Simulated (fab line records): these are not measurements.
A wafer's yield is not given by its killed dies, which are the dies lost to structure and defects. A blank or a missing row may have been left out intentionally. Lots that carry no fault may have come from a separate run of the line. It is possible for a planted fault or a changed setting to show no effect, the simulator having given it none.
Chamber matching | flow nand harc | NHARC_P_BONDPAD_ACTIVATE_29 on rie diel-04 has 4 sister chambers
The step chemistry N2, time 60 s. 8 wafers are shown with their chamber, then 9 later ones without.

WAFERS PAIRED WITH THEIR CHAMBERS
wafer  | chamber | showerhead plenum p Torr (Torr) | rf vpp V (V)
L989.2 | 0       | 1.90                            | 63.9
L989.5 | 3       | 1.74                            | 63.2
L994.2 | 1       | 1.88                            | 63.9
L101.3 | 3       | 1.74                            | 63.4
L101.6 | 1       | 1.88                            | 64.0
L105.2 | 0       | 1.89                            | 64.4
L105.4 | 2       | 1.90                            | 66.2
L105.5 | 2       | 1.91                            | 64.5

WAFERS MISSING THEIR CHAMBER
wafer  | showerhead plenum p Torr (Torr) | rf vpp V (V)
L103.1 | 1.88                            | 63.9
L103.2 | 1.90                            | 64.8
L103.5 | 1.91                            | 64.2
L106.3 | 1.90                            | 64.7
L106.4 | 1.88                            | 65.0
L106.6 | 1.89                            | 64.7
L108.1 | 1.74                            | 65.6
L108.4 | 1.89                            | 65.1
L108.5 | 1.89                            | 63.9

WHICH CHAMBER EACH ONE RAN IN
wafer  | from the rows above          | in truth
L103.1 | 1                            | 1
L103.2 | can't be placed: 2 or 0      | 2
L103.5 | can't be placed: 2 or 0      | 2
L106.3 | can't be placed: 0 or 2      | 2
L106.4 | can't be placed: 1 or 0      | 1
L106.6 | can't be placed: 0 or 1 or 2 | 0
L108.1 | 3                            | 3
L108.4 | can't be placed: 0 or 1 or 2 | 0
L108.5 | can't be placed: 0 or 1      | 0
Correctly placed: 2 of 9. These rows do not allow placing 7 (true chamber among the candidates in 7). 0 placed wrongly.
How it was worked out, from the rows above alone: a wafer's distance from a chamber is the root of the sum, over the readings, of the square of ((its reading less the chamber's mean) divided by the reading's scatter). If the next closest chamber is less than 2 further off than the closest, the wafer can't be placed; otherwise it belongs to the closest. For every chamber, the mean is computed from those of its wafers that are shown. The scatter is the square root of a quotient: the sum, over the shown wafers, of each reading's squared deviation from its chamber's mean, divided by wafers minus chambers.
